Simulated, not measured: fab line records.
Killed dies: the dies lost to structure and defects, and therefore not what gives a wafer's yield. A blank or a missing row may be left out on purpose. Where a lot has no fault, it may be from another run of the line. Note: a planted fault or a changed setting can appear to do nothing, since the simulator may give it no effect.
Matching of chambers + flow n5-finfet + N5_BEOL_M10_STRIP_19 on rie-diel-04 has 4 sister chambers
The step strips in O2. 8 wafers are shown with their chamber, then 7 later ones without.

== EACH WAFER AND ITS CHAMBER ==
| wafer  | chamber | showerhead-plenum-p-Torr (Torr) | oes-product-au (a.u.) |
|--------|---------|---------------------------------|-----------------------|
| L082.4 | 3       | 2.03                            | 0.73                  |
| L080.3 | 0       | 2.12                            | 0.75                  |
| L080.6 | 2       | 2.10                            | 0.84                  |
| L081.2 | 3       | 2.02                            | 0.73                  |
| L081.3 | 1       | 1.99                            | 0.69                  |
| L081.4 | 0       | 2.12                            | 0.75                  |
| L088.1 | 2       | 2.10                            | 0.83                  |
| L088.2 | 1       | 1.98                            | 0.69                  |

== WAFERS WITHOUT THEIR CHAMBER ==
| wafer  | showerhead-plenum-p-Torr (Torr) | oes-product-au (a.u.) |
|--------|---------------------------------|-----------------------|
| L088.6 | 1.98                            | 0.68                  |
| L093.3 | 1.98                            | 0.67                  |
| L093.4 | 2.12                            | 0.74                  |
| L093.6 | 2.09                            | 0.80                  |
| L090.1 | 2.01                            | 0.70                  |
| L090.3 | 1.98                            | 0.66                  |
| L090.5 | 2.01                            | 0.71                  |

== WHICH CHAMBER EACH WENT THROUGH ==
| wafer  | from the rows above     | in truth                   |
|--------|-------------------------|----------------------------|
| L088.6 | 1                       | 1                          |
| L093.3 | 1                       | 1                          |
| L093.4 | 0                       | 0                          |
| L093.6 | 2                       | 2                          |
| L090.1 | 1                       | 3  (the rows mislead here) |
| L090.3 | 1                       | 1                          |
| L090.5 | can't be placed: 3 or 1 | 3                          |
Correct placement for 5 of the 7. Unplaceable from these rows: 1, with the true chamber sitting among the candidates in 1. Wrongly placed: 1.
How it was worked out, from the rows above alone: a wafer's distance from a chamber is the root of the sum, over the readings, of the square of ((its reading less the chamber's mean) divided by the reading's scatter). The wafer belongs to the nearest chamber; if the next one is less than 2 further off, it can't be placed. Each chamber's mean is taken over the wafers shown for it. The scatter: the root of (the sum of the squares of (reading less its chamber's mean) over the shown wafers, divided by (wafers less chambers)).
